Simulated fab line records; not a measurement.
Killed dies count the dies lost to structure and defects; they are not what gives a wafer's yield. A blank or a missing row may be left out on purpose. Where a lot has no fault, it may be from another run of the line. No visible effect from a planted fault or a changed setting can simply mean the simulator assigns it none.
Chamber matching :: flow n5_finfet :: N5_BEOL_M14_ETCH_68 on rie_diel-01 has 4 sister chambers
The step etches SOC in N2/H2, time 450 s. 18 wafers are shown with their chamber, then 9 later ones without.

## WAFERS PAIRED WITH THEIR CHAMBERS
wafer: L080.3
chamber: 3
showerhead_plenum_p_Torr (Torr): 2.44
throttle_valve_pct (%): 17.57
drypump_motor_current_A (A): 5.4

wafer: L080.5
chamber: 2
showerhead_plenum_p_Torr (Torr): 2.43
throttle_valve_pct (%): 17.76
drypump_motor_current_A (A): 5.3

wafer: L080.6
chamber: 3
showerhead_plenum_p_Torr (Torr): 2.44
throttle_valve_pct (%): 17.56
drypump_motor_current_A (A): 5.3

wafer: L083.1
chamber: 2
showerhead_plenum_p_Torr (Torr): 2.43
throttle_valve_pct (%): 17.76
drypump_motor_current_A (A): 5.3

wafer: L083.2
chamber: 0
showerhead_plenum_p_Torr (Torr): 2.51
throttle_valve_pct (%): 17.84
drypump_motor_current_A (A): 6.2

wafer: L083.3
chamber: 1
showerhead_plenum_p_Torr (Torr): 2.49
throttle_valve_pct (%): 17.51
drypump_motor_current_A (A): 5.7

wafer: L082.2
chamber: 1
showerhead_plenum_p_Torr (Torr): 2.49
throttle_valve_pct (%): 17.52
drypump_motor_current_A (A): 5.6

wafer: L082.4
chamber: 2
showerhead_plenum_p_Torr (Torr): 2.43
throttle_valve_pct (%): 17.76
drypump_motor_current_A (A): 5.3

wafer: L082.6
chamber: 3
showerhead_plenum_p_Torr (Torr): 2.44
throttle_valve_pct (%): 17.55
drypump_motor_current_A (A): 5.4

wafer: L084.2
chamber: 1
showerhead_plenum_p_Torr (Torr): 2.49
throttle_valve_pct (%): 17.52
drypump_motor_current_A (A): 5.6

wafer: L084.4
chamber: 2
showerhead_plenum_p_Torr (Torr): 2.43
throttle_valve_pct (%): 17.79
drypump_motor_current_A (A): 5.3

wafer: L084.5
chamber: 0
showerhead_plenum_p_Torr (Torr): 2.50
throttle_valve_pct (%): 17.85
drypump_motor_current_A (A): 6.2

wafer: L085.1
chamber: 2
showerhead_plenum_p_Torr (Torr): 2.43
throttle_valve_pct (%): 17.78
drypump_motor_current_A (A): 5.3

wafer: L085.3
chamber: 1
showerhead_plenum_p_Torr (Torr): 2.49
throttle_valve_pct (%): 17.52
drypump_motor_current_A (A): 5.6

wafer: L085.5
chamber: 2
showerhead_plenum_p_Torr (Torr): 2.43
throttle_valve_pct (%): 17.78
drypump_motor_current_A (A): 5.3

wafer: L086.2
chamber: 2
showerhead_plenum_p_Torr (Torr): 2.43
throttle_valve_pct (%): 17.79
drypump_motor_current_A (A): 5.3

wafer: L086.3
chamber: 3
showerhead_plenum_p_Torr (Torr): 2.44
throttle_valve_pct (%): 17.58
drypump_motor_current_A (A): 5.4

wafer: L086.6
chamber: 2
showerhead_plenum_p_Torr (Torr): 2.43
throttle_valve_pct (%): 17.79
drypump_motor_current_A (A): 5.3

SIGNATURES (means of the wafers above)
reading: showerhead_plenum_p_Torr
chamber 0: 2.5050
chamber 1: 2.4900
chamber 2: 2.4300
chamber 3: 2.4400
scatter within a chamber: 0.00189

reading: throttle_valve_pct
chamber 0: 17.8450
chamber 1: 17.5175
chamber 2: 17.7763
chamber 3: 17.5650
scatter within a chamber: 0.012

reading: drypump_motor_current_A
chamber 0: 6.200
chamber 1: 5.625
chamber 2: 5.300
chamber 3: 5.375
scatter within a chamber: 0.0327
Rule: a wafer's distance from a chamber is the root of the sum, over the readings, of the square of ((its reading less the chamber's mean) divided by the reading's scatter). If the next closest chamber is less than 2 further off than the closest, the wafer can't be placed; otherwise it belongs to the closest. The scatter is the square root of a quotient: the sum, over the shown wafers, of each reading's squared deviation from its chamber's mean, divided by wafers minus chambers.

## WAFERS WITHOUT THEIR CHAMBER
wafer: L095.3
showerhead_plenum_p_Torr (Torr): 2.48
throttle_valve_pct (%): 17.55
drypump_motor_current_A (A): 5.7

wafer: L095.4
showerhead_plenum_p_Torr (Torr): 2.43
throttle_valve_pct (%): 17.60
drypump_motor_current_A (A): 5.4

wafer: L095.6
showerhead_plenum_p_Torr (Torr): 2.49
throttle_valve_pct (%): 17.90
drypump_motor_current_A (A): 6.2

wafer: L096.1
showerhead_plenum_p_Torr (Torr): 2.49
throttle_valve_pct (%): 17.89
drypump_motor_current_A (A): 6.2

wafer: L096.4
showerhead_plenum_p_Torr (Torr): 2.43
throttle_valve_pct (%): 17.62
drypump_motor_current_A (A): 5.3

wafer: L096.5
showerhead_plenum_p_Torr (Torr): 2.48
throttle_valve_pct (%): 17.55
drypump_motor_current_A (A): 5.7

wafer: L097.1
showerhead_plenum_p_Torr (Torr): 2.48
throttle_valve_pct (%): 17.57
drypump_motor_current_A (A): 5.6

wafer: L097.3
showerhead_plenum_p_Torr (Torr): 2.43
throttle_valve_pct (%): 17.62
drypump_motor_current_A (A): 5.4

wafer: L097.5
showerhead_plenum_p_Torr (Torr): 2.43
throttle_valve_pct (%): 17.60
drypump_motor_current_A (A): 5.3

## CHAMBER TAKEN BY EACH
wafer: L095.3
from the rows above: 1
in truth: 1

wafer: L095.4
from the rows above: 3
in truth: 3

wafer: L095.6
from the rows above: 0
in truth: 0

wafer: L096.1
from the rows above: 0
in truth: 0

wafer: L096.4
from the rows above: 3
in truth: 3

wafer: L096.5
from the rows above: 1
in truth: 1

wafer: L097.1
from the rows above: 1
in truth: 1

wafer: L097.3
from the rows above: 3
in truth: 3

wafer: L097.5
from the rows above: 3
in truth: 3
Correctly placed: 9 of 9. From these rows, 0 cannot be placed. Number placed wrongly: 0.
